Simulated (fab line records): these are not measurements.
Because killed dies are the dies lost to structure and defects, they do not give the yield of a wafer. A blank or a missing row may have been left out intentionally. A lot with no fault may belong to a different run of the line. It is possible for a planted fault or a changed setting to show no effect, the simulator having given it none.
Which tool did it? | flow n5_finfet | 9 lots with 25 wafers sampled at 5 steps, on a route of 1938 steps

WHAT EACH GAUGE READ, for each wafer
N5_BEOL_M4_RC_MEAS_101. Usual: DIBL_N 36.8 mV/V, standard deviation 2.2; DIBL_P 37.0 mV/V, standard deviation 2.8; IOFF_N 0.18 nA/um, standard deviation 0.043; IOFF_P 0.23 nA/um, standard deviation 0.05; ION_N 680 uA/um, standard deviation 14; ION_P 466 uA/um, standard deviation 9.1; SS_N 71.7 mV/dec, standard deviation 0.74; SS_P 73.5 mV/dec, standard deviation 0.79; VT_N 248 mV, standard deviation 4; VT_P -249 mV, standard deviation 4.1.
lot  | measured     | on        | DIBL_N (mV/V)  | DIBL_P (mV/V)  | IOFF_N (nA/um) | IOFF_P (nA/um) | ION_N (uA/um) | ION_P (uA/um) | SS_N (mV/dec)  | SS_P (mV/dec)  | VT_N (mV)   | VT_P (mV)      | flag
L704 | day 9 08:22  | prober-01 | 36.6 32.5      | 39.3 33.7      | 0.18 0.10      | 0.20 0.13      | 682 659       | 455 444       | 71.6 70.4      | 73.9 72.3      | 246 255     | -253 -259      |
L705 | day 9 11:35  | prober-01 | 36.2 39.3 36.2 | 37.8 41.7 38.4 | 0.16 0.21 0.15 | 0.20 0.29 0.20 | 681 692 676   | 464 469 463   | 72.4 73.0 71.3 | 72.9 74.6 72.4 | 250 247 249 | -251 -248 -251 |
L708 | day 10 08:27 | prober-02 | 40.9 36.3 31.0 | 45.1 39.3 32.1 | 0.28 0.17 0.09 | 0.36 0.23 0.13 | 698 685 647   | 474 472 449   | 72.8 71.2 69.7 | 75.9 72.8 71.9 | 240 247 256 | -244 -251 -257 |
L712 | day 10 22:02 | prober-01 | 36.0 34.0 36.7 | 34.8 31.5 34.3 | 0.18 0.13 0.18 | 0.22 0.17 0.21 | 691 668 687   | 467 462 474   | 71.4 70.7 71.0 | 72.5 71.9 72.6 | 247 255 249 | -250 -251 -248 |
L713 | day 11 07:29 | prober-02 | 36.1 35.9 37.0 | 36.5 35.4 37.1 | 0.15 0.16 0.17 | 0.20 0.20 0.23 | 674 684 683   | 462 460 463   | 71.9 71.3 71.3 | 73.4 73.3 73.4 | 251 248 248 | -251 -251 -248 |
L716 | day 11 15:13 | prober-02 | 38.0 38.0 34.9 | 35.6 37.6 31.6 | 0.16 0.18 0.12 | 0.18 0.21 0.13 | 675 678 662   | 453 454 448   | 71.6 72.3 71.6 | 73.2 73.6 72.1 | 249 249 254 | -254 -251 -256 |
L718 | day 12 20:48 | prober-02 | 34.6 30.4 39.2 | 34.2 29.0 40.9 | 0.13 0.08 0.25 | 0.19 0.12 0.31 | 664 636 695   | 457 441 474   | 70.7 69.9 71.6 | 73.0 71.5 74.1 | 252 259 242 | -251 -257 -244 |
L721 | day 13 03:29 | prober-01 | 37.4 39.8 38.5 | 36.0 41.2 37.6 | 0.18 0.25 0.21 | 0.20 0.31 0.23 | 687 707 683   | 459 480 460   | 71.9 73.3 72.8 | 73.4 74.3 73.8 | 249 244 247 | -252 -249 -250 |
L723 | day 13 11:31 | prober-02 | 36.7 37.7      | 37.9 40.2      | 0.20 0.22      | 0.26 0.31      | 686 701       | 474 487       | 72.2 72.3      | 73.6 74.8      | 243 242     | -244 -241      |

WHICH TOOL RAN EACH LOT (tool, then ch and the chambers of the sampled wafers, then the start)
lot  | N5_BEOL_M2_ETCH_70                 | N5_BEOL_M2_ETCH_41                            | N5_BEOL_M2_ANNEAL_49         | N5_BEOL_M2_SPUTTER_79
L704 | rie_diel-06 ch 0,1, day 7 20:39    | rie_diel-06 ch 0,1, day 8 00:08 or earlier    | pvd_sputter-03, day 8 00:08  | pvd_sputter-03, day 8 00:16
L705 | rie_diel-05 ch 0,3, day 8 05:14    | rie_diel-05 ch 0,3, day 8 08:20 or earlier    | pvd_sputter-02, day 8 08:20  | pvd_sputter-02, day 8 08:28
L708 | rie_diel-05 ch 0,1,3, day 9 03:51  | rie_diel-05 ch 0,1,3, day 9 05:48 or earlier  | pvd_sputter-03, day 9 05:48  | pvd_sputter-03, day 9 05:56
L712 | rie_diel-05 ch 1,3, day 9 20:59    | rie_diel-05 ch 1,3, day 9 23:25 or earlier    | pvd_sputter-03, day 9 23:25  | pvd_sputter-03, day 9 23:34
L713 | rie_diel-05 ch 0,1,3, day 10 04:04 | rie_diel-05 ch 0,1,3, day 10 07:11 or earlier | pvd_sputter-02, day 10 07:11 | pvd_sputter-02, day 10 07:20
L716 | rie_diel-04 ch 0,2, day 10 14:38   | rie_diel-04 ch 0,2, day 10 16:16 or earlier   | pvd_sputter-02, day 10 16:16 | pvd_sputter-02, day 10 16:25
L718 | rie_diel-05 ch 0,1,2, day 11 19:30 | rie_diel-05 ch 0,1,2, day 11 22:32 or earlier | pvd_sputter-01, day 11 22:32 | pvd_sputter-01, day 11 22:40
L721 | rie_diel-04 ch 0,1,3, day 12 02:14 | rie_diel-04 ch 0,1,3, day 12 04:19 or earlier | pvd_sputter-03, day 12 04:19 | pvd_sputter-03, day 12 04:27
L723 | rie_diel-06 ch 1,2, day 12 12:13   | rie_diel-06 ch 1,2, day 12 13:30 or earlier   | pvd_sputter-02, day 12 13:30 | pvd_sputter-02, day 12 13:37
- N5_BEOL_M2_ETCH_70: etches SOC in N2/H2, target depth 80 nm, overetch 24 nm, time 130 s.
- N5_BEOL_M2_ETCH_41: etches SiCN in CH3F/O2, target depth 29.9 nm, time 52.5 s.
- N5_BEOL_M2_ANNEAL_49: time 240 s.
- N5_BEOL_M2_SPUTTER_79: material Cu, target thk 4.5 nm, time 8.29 s.

WHAT THE TOOLS THEMSELVES READ (means of the sampled wafers that have a number; where no wafer has one, the mark that the record gives instead)
N5_BEOL_M2_ETCH_70. Usual: drypump_motor_current_A 5.7 A, standard deviation 0.6; oes_product_au 0.59 a.u., standard deviation 0.071; rf_fwd_power_W 836.5 W, standard deviation 2.8; rf_vpp_V 524.2 V, standard deviation 2.5; showerhead_plenum_p_Torr 2.56 Torr, standard deviation 0.094; throttle_valve_pct 17.85 %, standard deviation 0.26.
lot  | tool        | drypump_motor_current_A (A) | oes_product_au (a.u.) | rf_fwd_power_W (W) | rf_vpp_V (V) | showerhead_plenum_p_Torr (Torr) | throttle_valve_pct (%) | flag
L704 | rie_diel-06 | 5.5                         | 0.52                  | 835.5              | 523.3        | 2.51                            | 18.05                  |
L705 | rie_diel-05 | 5.3                         | 0.57                  | 833.8              | 520.4        | 2.47                            | 17.93                  |
L708 | rie_diel-05 | 5.5                         | 0.62                  | 837.1              | 524.0        | 2.58                            | 17.89                  |
L712 | rie_diel-05 | 6.0                         | 0.67                  | 835.1              | 525.8        | 2.65                            | 17.78                  |
L713 | rie_diel-05 | 5.5                         | 0.69                  | 837.2              | 526.8        | 2.68                            | 17.78                  |
L716 | rie_diel-04 | 6.0                         | 0.63                  | 839.2              | 523.7        | 2.53                            | 17.72                  |
L718 | rie_diel-05 | 5.1                         | 0.65                  | 839.3              | 527.1        | 2.66                            | 17.70                  |
L721 | rie_diel-04 | 6.3                         | 0.59                  | 837.0              | 523.5        | 2.55                            | 18.01                  |
L723 | rie_diel-06 | 4.9                         | 0.53                  | 837.0              | 525.2        | 2.58                            | 17.82                  |

N5_BEOL_M2_ETCH_41. Usual: drypump_motor_current_A 5.7 A, standard deviation 0.6; oes_product_au 0.81 a.u., standard deviation 0.1; rf_fwd_power_W 390.8 W, standard deviation 1.4; rf_vpp_V 297.6 V, standard deviation 1.6; showerhead_plenum_p_Torr 2.01 Torr, standard deviation 0.073; throttle_valve_pct 16.3 %, standard deviation 0.3.
lot  | tool        | drypump_motor_current_A (A) | oes_product_au (a.u.) | rf_fwd_power_W (W) | rf_vpp_V (V) | showerhead_plenum_p_Torr (Torr) | throttle_valve_pct (%) | flag
L704 | rie_diel-06 | 5.5                         | 0.69                  | 389.6              | 296.1        | 1.96                            | 16.5                   |
L705 | rie_diel-05 | 5.3                         | 0.77                  | 391.2              | 296.4        | 1.95                            | 16.5                   |
L708 | rie_diel-05 | 5.5                         | 0.87                  | 390.6              | 297.9        | 2.02                            | 16.4                   |
L712 | rie_diel-05 | 6.0                         | 0.94                  | 389.5              | 299.1        | 2.07                            | 16.2                   |
L713 | rie_diel-05 | 5.5                         | 0.96                  | 391.3              | 300.1        | 2.10                            | 16.2                   |
L716 | rie_diel-04 | 6.0                         | 0.87                  | 391.8              | 296.9        | 1.97                            | 16.2                   |
L718 | rie_diel-05 | 5.1                         | 0.90                  | 390.7              | 299.5        | 2.08                            | 16.2                   |
L721 | rie_diel-04 | 6.3                         | 0.81                  | 391.6              | 297.3        | 2.02                            | 16.5                   |
L723 | rie_diel-06 | 4.9                         | 0.72                  | 390.2              | 297.9        | 2.04                            | 16.4                   |

N5_BEOL_M2_ANNEAL_49. Usual: heater_power_w 858 W, standard deviation 130; susceptor_temp_C 400.02 C, standard deviation 0.22; susceptor_temp_C_max 400.9, standard deviation 0.37.
lot  | tool           | heater_power_w (W) | susceptor_temp_C (C) | susceptor_temp_C_max | flag
L704 | pvd_sputter-03 | 938                | 400.12               | 400.9                |
L705 | pvd_sputter-02 | 903                | 399.98               | 400.9                |
L708 | pvd_sputter-03 | 869                | 399.98               | 400.7                |
L712 | pvd_sputter-03 | -                  | -                    | -                    | OFF
L713 | pvd_sputter-02 | -                  | -                    | -                    | OFF
L716 | pvd_sputter-02 | 905                | 400.12               | 401.1                |
L718 | pvd_sputter-01 | 853                | 399.99               | 401.0                |
L721 | pvd_sputter-03 | 875                | 399.84               | 400.8                |
L723 | pvd_sputter-02 | 696                | 399.98               | 400.6                |

N5_BEOL_M2_SPUTTER_79. Usual: chamber_pressure_pa 0.07001 Pa, standard deviation 0.00013; throttle_valve_pct 30.6 %, standard deviation 1.4.
lot  | tool           | chamber_pressure_pa (Pa) | throttle_valve_pct (%) | flag
L704 | pvd_sputter-03 | 0.07007                  | 29.4                   |
L705 | pvd_sputter-02 | 0.07011                  | 31.3                   |
L708 | pvd_sputter-03 | 0.07009                  | 29.8                   |
L712 | pvd_sputter-03 | 0.07002                  | 29.9                   |
L713 | pvd_sputter-02 | 0.07002                  | 32.2                   |
L716 | pvd_sputter-02 | 0.06995                  | 31.1                   |
L718 | pvd_sputter-01 | 0.06991                  | 29.6                   |
L721 | pvd_sputter-03 | 0.06992                  | 31.1                   |
L723 | pvd_sputter-02 | 0.06999                  | 32.2                   |

THE ANSWER, worked out from the rows above alone
Rule: a lot is off if the mean of its wafers that have a number lies more than 3 standard deviations from the usual mean. Also off: a lot with no number at a reading for which 4 or more lots have one. Where the step has rows for the other lots, those lots are counted as sound. After the gauges, taken in route order, come the tools' own readings; for these a lot's mean is taken, as printed above. The first step at which some lot is off is used, and at that step the reading that is off furthest; a lot without a number counts as furthest.
Off: L712, L713, at N5_BEOL_M2_ANNEAL_49 (heater_power_w). Without a number there: L712, L713.
If a tool, at that step or one of the process steps before it, ran each lot that is off and ran no sound lot following the first of them, it fits. With no start given for some of its lots, N5_BEOL_M2_ETCH_41 uses the hours and lot order of N5_BEOL_M2_ANNEAL_49. Not one of the candidates tried fits.

WHAT THE SIMULATOR HAD INSERTED
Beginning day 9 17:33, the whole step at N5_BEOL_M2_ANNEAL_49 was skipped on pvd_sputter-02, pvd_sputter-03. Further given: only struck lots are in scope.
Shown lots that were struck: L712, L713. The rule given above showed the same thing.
